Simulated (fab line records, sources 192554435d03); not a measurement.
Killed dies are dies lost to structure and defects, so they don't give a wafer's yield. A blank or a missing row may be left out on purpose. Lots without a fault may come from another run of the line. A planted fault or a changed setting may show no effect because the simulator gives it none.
Split-lot experiment | flow n5_finfet | 7 lots, 21 wafers read, on a route of 1938 steps

THE SPLIT
At N5_GATE_CUT_EXPOSE_10 (exposes mask GATE CUT, target cd 20 nm), the setting dose_mj was moved away from the recipe's 43.25 on 5 of the 21 wafers read, by -7.4% to +7.4%. The other wafers ran this setting at the recipe's value.

FROM THE SPLIT TO THE READING: what the file shows between them, 2 steps
- N5_GATE_CUT_PEB_11: peb time 60 s
- N5_GATE_CUT_DEVELOP_12: develop time 30 s

THE READING
cd_nm, in nm, at N5_GATE_CUT_CD_MEAS_13 (target cd 20 nm). Fault-free wafers of this fab line usually give 20.01 nm, standard deviation 0.25 nm.

wafer  | tool, chamber at the split | dose_mj as run | against the recipe | cd_nm, nm | against lot-mates on the recipe
L077.3 | euv_scanner-01, 0          | 43.25          | recipe             | 20.05     | -
L077.4 | euv_scanner-01, 0          | 43.25          | recipe             | 20.40     | -
L077.5 | euv_scanner-01, 0          | 43.25          | recipe             | 20.61     | -
L079.1 | euv_scanner-01, 0          | 43.25          | recipe             | 20.08     | -
L079.3 | euv_scanner-01, 0          | 43.25          | recipe             | 20.30     | -
L079.5 | euv_scanner-01, 0          | 43.25          | recipe             | 20.27     | -
L080.2 | euv_scanner-01, 0          | 45.94          | +6.2%              | 21.02     | +0.64
L080.5 | euv_scanner-01, 0          | 43.25          | recipe             | 20.38     | -
L080.6 | euv_scanner-01, 0          | 45.94          | +6.2%              | 21.22     | +0.84
L085.1 | euv_scanner-01, 0          | 41.38          | -4.3%              | 18.68     | -1.23
L085.5 | euv_scanner-01, 0          | 43.25          | recipe             | 20.01     | -
L085.6 | euv_scanner-01, 0          | 43.25          | recipe             | 19.80     | -
L088.2 | euv_scanner-01, 0          | 46.46          | +7.4%              | 21.40     | +1.24
L088.3 | euv_scanner-01, 0          | 43.25          | recipe             | 20.33     | -
L088.6 | euv_scanner-01, 0          | 43.25          | recipe             | 19.98     | -
L092.1 | euv_scanner-02, 0          | 40.06          | -7.4%              | 18.37     | -1.58
L092.2 | euv_scanner-02, 0          | 43.25          | recipe             | 19.82     | -
L092.3 | euv_scanner-02, 0          | 43.25          | recipe             | 20.09     | -
L095.1 | euv_scanner-01, 0          | 43.25          | recipe             | 20.16     | -
L095.3 | euv_scanner-01, 0          | 43.25          | recipe             | 20.10     | -
L095.6 | euv_scanner-01, 0          | 43.25          | recipe             | 20.02     | -

THE FIT
A straight line over all 21 wafers: cd_nm changes by +0.202 nm for each +1% of dose_mj; r = +0.93; the points scatter about the line by 0.26 nm.
The same after taking each lot's own level away (the mean of its wafers on the recipe; 21 wafers): +0.175 nm for each +1%; r = +0.94; scatter 0.2 nm.
On that fit, the largest move of dose_mj shifts the reading by 1.3 nm.
The lots' own levels span 19.905 to 20.380 nm, that is 1.9 times the standard deviation above.
So the lot-to-lot level changes the slope: the two fits differ.
Check: with one of the wafers moved furthest among these (+7.4%) left out of the fit, the line predicts +1.22 nm for it against its lot-mates. It came out at +1.24 nm against them.

OTHER SPLITS ON THESE WAFERS
These wafers also went through other splits before the reading. Each is held against what the fit with the lots' levels taken away leaves over:
other split on the same wafers   | wafers away from the commonest value | r with cd_nm (lot level and that fit taken away)
N5_HKMG_FIN_HK_ALD_01 ald_cycles | 5                                    | -0.16
N5_HKMG_FIN_ETCH_58 source_w     | 9                                    | +0.06

THE WHOLE CHAIN: every reading that the file lists as answering this split, in the file's order
step                   | what it does                                                | reading                                                         | change (the file's fit)               | r (the file's)
N5_GATE_CUT_CD_MEAS_13 | target cd 20 nm                                             | cd_nm                                                           | +0.185 nm for each +1% of the setting | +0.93
N5_GATE_CUT_DESCUM_18  | chemistry O2, time 7 s                                      | GATE_CUT.cd_nm (the simulator's own value, which no gauge read) | +0.207 nm for each +1% of the setting | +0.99
N5_GATE_CUT_ETCH_28    | etches underlayer in N2/H2, target depth 13 nm, time 10.4 s | GATE_CUT.cd_nm (the simulator's own value, which no gauge read) | +0.205 nm for each +1% of the setting | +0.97
N5_GATE_CUT_ETCH_19    | etches SiNx in CH3F/O2, target depth 53.7 nm, time 76.7 s   | GATE_CUT.cd_nm (the simulator's own value, which no gauge read) | +0.193 nm for each +1% of the setting | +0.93

THE FILE'S OWN FIT
cd_nm changes by +0.185 nm for each +1% of dose_mj, r = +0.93.
